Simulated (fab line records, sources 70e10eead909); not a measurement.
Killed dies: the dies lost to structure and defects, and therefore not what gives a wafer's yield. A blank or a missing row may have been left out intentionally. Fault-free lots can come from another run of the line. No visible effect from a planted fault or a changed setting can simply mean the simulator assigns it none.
Matching of chambers | flow nandHarc | NHARC_A_CHANNEL_FILL_D1_CMP_10 on cmp-01 has 4 sister chambers
The step polishes, target thk 150 nm. 8 wafers are shown with their chamber, then 8 later ones without.

## WAFERS PAIRED WITH THEIR CHAMBERS
wafer  | chamber | motorCurrentA (A) | timeToEndpointS (s)
L079.3 | 0       | 15.0              | 13.4
L079.5 | 1       | 11.6              | 17.3
L081.1 | 1       | 11.3              | 12.7
L081.4 | 3       | 13.0              | 14.9
L082.1 | 0       | 14.4              | 13.2
L082.2 | 2       | 13.2              | 12.0
L082.5 | 2       | 12.1              | 12.7
L083.3 | 3       | 12.9              | 15.1

## WAFERS WITHOUT THEIR CHAMBER
wafer  | motorCurrentA (A) | timeToEndpointS (s)
L083.4 | 14.1              | 10.5
L083.6 | 14.6              | 10.6
L086.1 | 11.1              | 13.1
L086.3 | 13.3              | 14.5
L086.5 | 14.0              | 13.5
L093.1 | 14.6              | 15.5
L093.3 | 10.9              | 16.6
L093.5 | 11.8              | 15.8

## WHICH CHAMBER EACH WENT THROUGH
wafer  | from the rows above          | in truth
L083.4 | can't be placed: 0 or 2 or 3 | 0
L083.6 | 0                            | 0
L086.1 | 1                            | 1
L086.3 | can't be placed: 3 or 2      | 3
L086.5 | can't be placed: 0 or 3 or 2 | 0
L093.1 | 0                            | 0
L093.3 | 1                            | 1
L093.5 | can't be placed: 1 or 3 or 2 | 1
4 of 8 placed correctly. Unplaceable from these rows: 4, with the true chamber sitting among the candidates in 4. 0 placed wrongly.
How it was worked out, from the rows above alone: a wafer's distance from a chamber is the root of the sum, over the readings, of the square of ((its reading less the chamber's mean) divided by the reading's scatter). If the next closest chamber is less than 2 further off than the closest, the wafer can't be placed; otherwise it belongs to the closest. Each chamber's mean is taken over the wafers shown for it. The scatter: the root of (the sum of the squares of (reading less its chamber's mean) over the shown wafers, divided by (wafers less chambers)).
